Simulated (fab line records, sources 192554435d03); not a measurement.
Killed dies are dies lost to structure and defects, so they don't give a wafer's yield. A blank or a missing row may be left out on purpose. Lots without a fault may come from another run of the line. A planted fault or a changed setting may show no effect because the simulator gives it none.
Which tool did it? | flow n5_finfet | 10 lots, 29 wafers sampled, at 5 steps of a route of 1938

WHAT THE GAUGES READ, wafer by wafer
The record holds no reading of a measuring or inspecting step that can be judged against a usual standard deviation.

WHICH TOOL RAN EACH LOT (tool, then ch and the chambers of the sampled wafers, then the start)
lot  | N5_BEOL_M7_STRIP_80                | N5_MIM_BOT_ETCH_ETCH_04            | N5_MIM_BOT_ETCH_ETCH_00           | N5_PASSIVATION_DESCUM_12           | N5_PASSIVATION_PROBE_49
L974 | rie_diel-05 ch 2,3, day 9 08:32    | rie_diel-02 ch 1,2,3, day 12 05:53 | rie_metal-01 ch 0,1, day 12 06:04 | rie_diel-06 ch 1,3, day 12 08:03   | -
L973 | rie_diel-06 ch 0,2, day 9 16:28    | rie_diel-01 ch 1,3, day 12 16:30   | rie_metal-03 ch 0,1, day 12 16:41 | rie_diel-03 ch 0,2, day 12 19:26   | -
L978 | rie_diel-06 ch 0,1, day 10 23:17   | rie_diel-01 ch 2,3, day 13 22:52   | rie_metal-01 ch 0,1, day 13 23:03 | rie_diel-03 ch 0,3, day 14 00:56   | -
L977 | rie_diel-03 ch 0,1,2, day 11 03:47 | rie_diel-04 ch 1,2,3, day 13 22:54 | rie_metal-02 ch 0,1, day 13 23:05 | rie_diel-06 ch 0,2,3, day 14 00:32 | -
L979 | rie_diel-05 ch 0,1,2, day 11 05:46 | rie_diel-01 ch 0,1, day 14 05:38   | rie_metal-02 ch 0,1, day 14 05:49 | rie_diel-05 ch 0,1,3, day 14 07:13 | -
L984 | rie_diel-06 ch 0,1,3, day 11 17:35 | rie_diel-02 ch 0,1,2, day 14 15:02 | rie_metal-02 ch 0,1, day 14 15:13 | rie_diel-06 ch 1,3, day 14 18:42   | prober-01, day 15 01:28
L985 | rie_diel-06 ch 0,3, day 12 11:43   | rie_diel-02 ch 1,2, day 15 07:35   | rie_metal-03 ch 0,1, day 15 07:48 | rie_diel-05 ch 1,3, day 15 10:46   | prober-02, day 15 17:38
L986 | rie_diel-06 ch 1,2, day 12 13:21   | rie_diel-02 ch 0,1,3, day 15 20:04 | rie_metal-01 ch 1, day 15 20:14   | rie_diel-06 ch 0,1, day 16 00:25   | prober-01, day 16 08:00
L988 | rie_diel-03 ch 0,2,3, day 13 04:52 | rie_diel-04 ch 0,2,3, day 15 21:56 | rie_metal-02 ch 0,1, day 15 22:07 | rie_diel-05 ch 1,2,3, day 15 23:59 | prober-02, day 16 07:07
L990 | rie_diel-03 ch 1,2,3, day 13 12:06 | rie_diel-01 ch 0,1,3, day 16 09:59 | rie_metal-02 ch 0,1, day 16 10:10 | rie_diel-03 ch 1,3, day 16 11:50   | -
- N5_BEOL_M7_STRIP_80: strips in N2/H2, time 10 s.
- N5_MIM_BOT_ETCH_ETCH_04: etches SiNx in CF4/O2, target depth 26 nm, time 13 s.
- N5_MIM_BOT_ETCH_ETCH_00: etches TiN in Cl2/BCl3, target depth 45.5 nm.
- N5_PASSIVATION_DESCUM_12: chemistry O2, time 7.9 s.
- N5_PASSIVATION_PROBE_49

WHAT THE TOOLS THEMSELVES READ (means of the sampled wafers that have a number; where no wafer has one, the mark that the record gives instead)
N5_BEOL_M7_STRIP_80.
lot  | tool        | drypump_motor_current_A (A) | oes_product_au (a.u.) | rf_vpp_V (V) | showerhead_plenum_p_Torr (Torr) | throttle_valve_pct (%)
L974 | rie_diel-05 | 5.57                        | 0.86                  | 59.8         | 2.57                            | 23.8
L973 | rie_diel-06 | 5.36                        | 0.73                  | 60.0         | 2.62                            | 24.0
L978 | rie_diel-06 | 5.20                        | 0.79                  | 60.1         | 2.64                            | 23.6
L977 | rie_diel-03 | 5.48                        | 0.71                  | 59.7         | 2.55                            | 23.5
L979 | rie_diel-05 | 5.39                        | 0.92                  | 59.5         | 2.56                            | 23.5
L984 | rie_diel-06 | 5.30                        | 0.79                  | 59.6         | 2.60                            | 23.7
L985 | rie_diel-06 | 5.21                        | 0.70                  | 58.5         | 2.59                            | 23.9
L986 | rie_diel-06 | 5.60                        | 0.85                  | 60.0         | 2.57                            | 23.7
L988 | rie_diel-03 | 5.46                        | 0.85                  | 58.9         | 2.53                            | 23.5
L990 | rie_diel-03 | 5.23                        | 0.88                  | 60.2         | 2.59                            | 23.6

N5_MIM_BOT_ETCH_ETCH_04.
lot  | tool        | cf4_flow_sccm (sccm) | drypump_motor_current_A (A) | oes_product_au (a.u.) | rf_vpp_V (V) | showerhead_plenum_p_Torr (Torr) | throttle_valve_pct (%)
L974 | rie_diel-02 | 100.0                | 5.8                         | 0.72                  | 240          | 2.21                            | 16.29
L973 | rie_diel-01 | 99.7                 | 5.7                         | 0.77                  | 239          | 2.23                            | 15.82
L978 | rie_diel-01 | 99.9                 | 5.9                         | 0.75                  | 241          | 2.19                            | 15.74
L977 | rie_diel-04 | 99.7                 | 5.8                         | 0.83                  | 241          | 2.13                            | 16.03
L979 | rie_diel-01 | 100.0                | 5.4                         | 0.78                  | 237          | 2.23                            | 15.96
L984 | rie_diel-02 | 99.8                 | 6.0                         | 0.75                  | 241          | 2.23                            | 16.11
L985 | rie_diel-02 | 100.2                | 6.2                         | 0.70                  | 243          | 2.21                            | 16.23
L986 | rie_diel-02 | 100.2                | 5.7                         | 0.74                  | 238          | 2.20                            | 16.30
L988 | rie_diel-04 | 100.1                | 6.1                         | 0.82                  | 241          | 2.18                            | 16.05
L990 | rie_diel-01 | 99.7                 | 5.7                         | 0.75                  | 236          | 2.21                            | 15.89

N5_MIM_BOT_ETCH_ETCH_00.
lot  | tool         | drypump_motor_current_A (A) | oes_product_au (a.u.) | throttle_valve_pct (%)
L974 | rie_metal-01 | 5.8                         | 0.88                  | 22.07
L973 | rie_metal-03 | 5.8                         | 0.84                  | 21.95
L978 | rie_metal-01 | 5.8                         | 0.86                  | 22.09
L977 | rie_metal-02 | 5.2                         | 0.75                  | 21.83
L979 | rie_metal-02 | 5.2                         | 0.74                  | 21.84
L984 | rie_metal-02 | 5.4                         | 0.84                  | 21.85
L985 | rie_metal-03 | 5.8                         | 0.79                  | 22.03
L986 | rie_metal-01 | 5.7                         | 0.84                  | 22.28
L988 | rie_metal-02 | 5.2                         | 0.74                  | 21.84
L990 | rie_metal-02 | 5.4                         | 0.81                  | 21.87

N5_PASSIVATION_DESCUM_12.
lot  | tool        | drypump_motor_current_A (A) | oes_product_au (a.u.) | rf_vpp_V (V) | showerhead_plenum_p_Torr (Torr) | throttle_valve_pct (%)
L974 | rie_diel-06 | 5.36                        | 0.76                  | 242.8        | 2.09                            | 20.49
L973 | rie_diel-03 | 5.69                        | 0.77                  | 243.3        | 2.07                            | 20.22
L978 | rie_diel-03 | 5.41                        | 0.83                  | 243.5        | 2.10                            | 20.22
L977 | rie_diel-06 | 5.44                        | 0.71                  | 243.3        | 2.11                            | 20.66
L979 | rie_diel-05 | 5.26                        | 0.83                  | 242.9        | 2.07                            | 20.30
L984 | rie_diel-06 | 5.42                        | 0.82                  | 243.2        | 2.10                            | 20.32
L985 | rie_diel-05 | 5.40                        | 0.77                  | 242.6        | 2.04                            | 20.32
L986 | rie_diel-06 | 5.33                        | 0.81                  | 243.6        | 2.13                            | 20.25
L988 | rie_diel-05 | 5.48                        | 0.80                  | 243.3        | 2.07                            | 20.28
L990 | rie_diel-03 | 5.24                        | 0.79                  | 244.3        | 2.17                            | 20.42

N5_PASSIVATION_PROBE_49.
lot  | tool      | defect_limited_yield (%) | killed_at_M0_to_M3 | killed_at_M4_up | killed_at_contacts | killed_at_front_end | killed_at_other | killed_dies | killed_on_rim | killed_open | killed_short | sort_bin_5_function (%) | sort_bin_6_memory (%) | sort_bin_8_speed (%) | sort_n_pass | sort_yield_pct (%)
L984 | prober-01 | 91.4                     | 36                 | 13              | 14                 | 33                  | 5.7             | 102         | 11            | 65          | 37           | 4.9                     | 3.3                   | 0.00                 | 1078        | 91.4
L985 | prober-02 | 80.4                     | 34                 | 138             | 8                  | 48                  | 2.5             | 232         | 27            | 60          | 40           | 11.8                    | 4.1                   | 0.00                 | 948         | 80.4
L986 | prober-01 | 81.4                     | 36                 | 139             | 6                  | 36                  | 3.0             | 220         | 28            | 56          | 33           | 11.6                    | 3.4                   | 0.00                 | 960         | 81.4
L988 | prober-02 | 90.9                     | 34                 | 12              | 14                 | 42                  | 5.0             | 107         | 15            | 69          | 38           | 5.3                     | 3.6                   | 0.00                 | 1073        | 90.9

THE ANSWER, worked out from the rows above alone
Rule: what is usual is taken from the lots themselves. Put in order of their means at a reading, lots are off if they are a third of the lots or fewer, leave a main group of 4 or more, and stand apart from it by a gap of 3 or more times the standard deviation of the main group's means; of several such gaps the widest counts. A main group whose means are all the same, to the digits that the tables above print for the reading, isn't used. A lot without any number at a reading at which 4 lots or more have one is off too. The other lots that the step has rows for count as sound. The gauges are gone through in route order, then the tools' own readings, and for those a lot's mean is taken as printed above. The first step at which some lot is off is used, and at that step the reading that is off furthest; a lot without a number counts as furthest.
No lot is off at any reading shown: from this, nothing can be told.

WHAT THE SIMULATOR HAD PUT IN
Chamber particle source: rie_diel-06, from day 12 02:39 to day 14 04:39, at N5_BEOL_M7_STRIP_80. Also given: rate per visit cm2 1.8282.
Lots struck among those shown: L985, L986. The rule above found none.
